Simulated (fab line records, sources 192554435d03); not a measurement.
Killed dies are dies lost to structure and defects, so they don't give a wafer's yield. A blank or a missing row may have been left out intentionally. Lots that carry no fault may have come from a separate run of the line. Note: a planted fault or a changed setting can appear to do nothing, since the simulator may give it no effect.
Chamber matching || flow n5-finfet || N5_BEOL_M14_DESCUM_15 on rie-diel-06: 4 sister chambers
The step chemistry O2, time 7.9 s. 18 wafers are shown with their chamber, then 9 later ones without.

## WAFERS PAIRED WITH THEIR CHAMBERS
{"wafer": "L075.3", "chamber": 0, "showerhead-plenum-p-Torr (Torr)": 2.21, "drypump-motor-current-A (A)": 5.3, "oes-product-au (a.u.)": 0.80}
{"wafer": "L075.5", "chamber": 0, "showerhead-plenum-p-Torr (Torr)": 2.21, "drypump-motor-current-A (A)": 5.3, "oes-product-au (a.u.)": 0.80}
{"wafer": "L075.6", "chamber": 2, "showerhead-plenum-p-Torr (Torr)": 2.03, "drypump-motor-current-A (A)": 5.7, "oes-product-au (a.u.)": 0.87}
{"wafer": "L077.2", "chamber": 0, "showerhead-plenum-p-Torr (Torr)": 2.21, "drypump-motor-current-A (A)": 5.3, "oes-product-au (a.u.)": 0.79}
{"wafer": "L077.4", "chamber": 3, "showerhead-plenum-p-Torr (Torr)": 2.24, "drypump-motor-current-A (A)": 6.1, "oes-product-au (a.u.)": 1.01}
{"wafer": "L077.5", "chamber": 3, "showerhead-plenum-p-Torr (Torr)": 2.24, "drypump-motor-current-A (A)": 6.1, "oes-product-au (a.u.)": 1.02}
{"wafer": "L079.3", "chamber": 2, "showerhead-plenum-p-Torr (Torr)": 2.03, "drypump-motor-current-A (A)": 5.7, "oes-product-au (a.u.)": 0.86}
{"wafer": "L079.4", "chamber": 3, "showerhead-plenum-p-Torr (Torr)": 2.24, "drypump-motor-current-A (A)": 6.1, "oes-product-au (a.u.)": 1.00}
{"wafer": "L079.6", "chamber": 1, "showerhead-plenum-p-Torr (Torr)": 2.07, "drypump-motor-current-A (A)": 5.6, "oes-product-au (a.u.)": 0.72}
{"wafer": "L078.1", "chamber": 2, "showerhead-plenum-p-Torr (Torr)": 2.03, "drypump-motor-current-A (A)": 5.7, "oes-product-au (a.u.)": 0.86}
{"wafer": "L078.3", "chamber": 1, "showerhead-plenum-p-Torr (Torr)": 2.07, "drypump-motor-current-A (A)": 5.6, "oes-product-au (a.u.)": 0.71}
{"wafer": "L078.5", "chamber": 3, "showerhead-plenum-p-Torr (Torr)": 2.24, "drypump-motor-current-A (A)": 6.2, "oes-product-au (a.u.)": 0.98}
{"wafer": "L084.1", "chamber": 0, "showerhead-plenum-p-Torr (Torr)": 2.21, "drypump-motor-current-A (A)": 5.3, "oes-product-au (a.u.)": 0.77}
{"wafer": "L084.3", "chamber": 1, "showerhead-plenum-p-Torr (Torr)": 2.07, "drypump-motor-current-A (A)": 5.6, "oes-product-au (a.u.)": 0.70}
{"wafer": "L084.4", "chamber": 2, "showerhead-plenum-p-Torr (Torr)": 2.02, "drypump-motor-current-A (A)": 5.7, "oes-product-au (a.u.)": 0.84}
{"wafer": "L088.1", "chamber": 3, "showerhead-plenum-p-Torr (Torr)": 2.23, "drypump-motor-current-A (A)": 6.2, "oes-product-au (a.u.)": 0.91}
{"wafer": "L088.3", "chamber": 0, "showerhead-plenum-p-Torr (Torr)": 2.20, "drypump-motor-current-A (A)": 5.3, "oes-product-au (a.u.)": 0.77}
{"wafer": "L088.5", "chamber": 3, "showerhead-plenum-p-Torr (Torr)": 2.23, "drypump-motor-current-A (A)": 6.2, "oes-product-au (a.u.)": 0.93}

SIGNATURES, as means of the wafers listed above
{"reading": "showerhead-plenum-p-Torr", "chamber 0": 2.2080, "chamber 1": 2.0700, "chamber 2": 2.0275, "chamber 3": 2.2367, "scatter within a chamber": 0.00454}
{"reading": "drypump-motor-current-A", "chamber 0": 5.300, "chamber 1": 5.600, "chamber 2": 5.700, "chamber 3": 6.150, "scatter within a chamber": 0.0327}
{"reading": "oes-product-au", "chamber 0": 0.7860, "chamber 1": 0.7100, "chamber 2": 0.8575, "chamber 3": 0.9750, "scatter within a chamber": 0.029}
Rule: for a wafer and a chamber, the distance is found by dividing, reading by reading, the gap between the wafer's reading and the chamber's mean by the reading's scatter, squaring, summing and taking the root. The wafer belongs to the nearest chamber; if the next one is less than 2 further off, it can't be placed. How the scatter is found: for the shown wafers, subtract from each reading the mean of its chamber, square and add these, divide the total by (wafers less chambers), then take the root.

## WAFERS WITHOUT THEIR CHAMBER
{"wafer": "L089.3", "showerhead-plenum-p-Torr (Torr)": 2.06, "drypump-motor-current-A (A)": 5.6, "oes-product-au (a.u.)": 0.69}
{"wafer": "L089.5", "showerhead-plenum-p-Torr (Torr)": 2.06, "drypump-motor-current-A (A)": 5.6, "oes-product-au (a.u.)": 0.70}
{"wafer": "L089.6", "showerhead-plenum-p-Torr (Torr)": 2.20, "drypump-motor-current-A (A)": 5.3, "oes-product-au (a.u.)": 0.76}
{"wafer": "L094.1", "showerhead-plenum-p-Torr (Torr)": 2.20, "drypump-motor-current-A (A)": 5.3, "oes-product-au (a.u.)": 0.76}
{"wafer": "L094.3", "showerhead-plenum-p-Torr (Torr)": 2.23, "drypump-motor-current-A (A)": 6.2, "oes-product-au (a.u.)": 0.91}
{"wafer": "L094.4", "showerhead-plenum-p-Torr (Torr)": 2.06, "drypump-motor-current-A (A)": 5.6, "oes-product-au (a.u.)": 0.69}
{"wafer": "L096.1", "showerhead-plenum-p-Torr (Torr)": 2.06, "drypump-motor-current-A (A)": 5.6, "oes-product-au (a.u.)": 0.68}
{"wafer": "L096.5", "showerhead-plenum-p-Torr (Torr)": 2.20, "drypump-motor-current-A (A)": 5.3, "oes-product-au (a.u.)": 0.75}
{"wafer": "L096.6", "showerhead-plenum-p-Torr (Torr)": 2.22, "drypump-motor-current-A (A)": 6.2, "oes-product-au (a.u.)": 0.89}

## WHICH CHAMBER EACH ONE RAN IN
{"wafer": "L089.3", "from the rows above": 1, "in truth": 1}
{"wafer": "L089.5", "from the rows above": 1, "in truth": 1}
{"wafer": "L089.6", "from the rows above": 0, "in truth": 0}
{"wafer": "L094.1", "from the rows above": 0, "in truth": 0}
{"wafer": "L094.3", "from the rows above": 3, "in truth": 3}
{"wafer": "L094.4", "from the rows above": 1, "in truth": 1}
{"wafer": "L096.1", "from the rows above": 1, "in truth": 1}
{"wafer": "L096.5", "from the rows above": 0, "in truth": 0}
{"wafer": "L096.6", "from the rows above": 3, "in truth": 3}
9 of 9 placed correctly. Number that these rows cannot place: 0. Placed wrongly: 0.
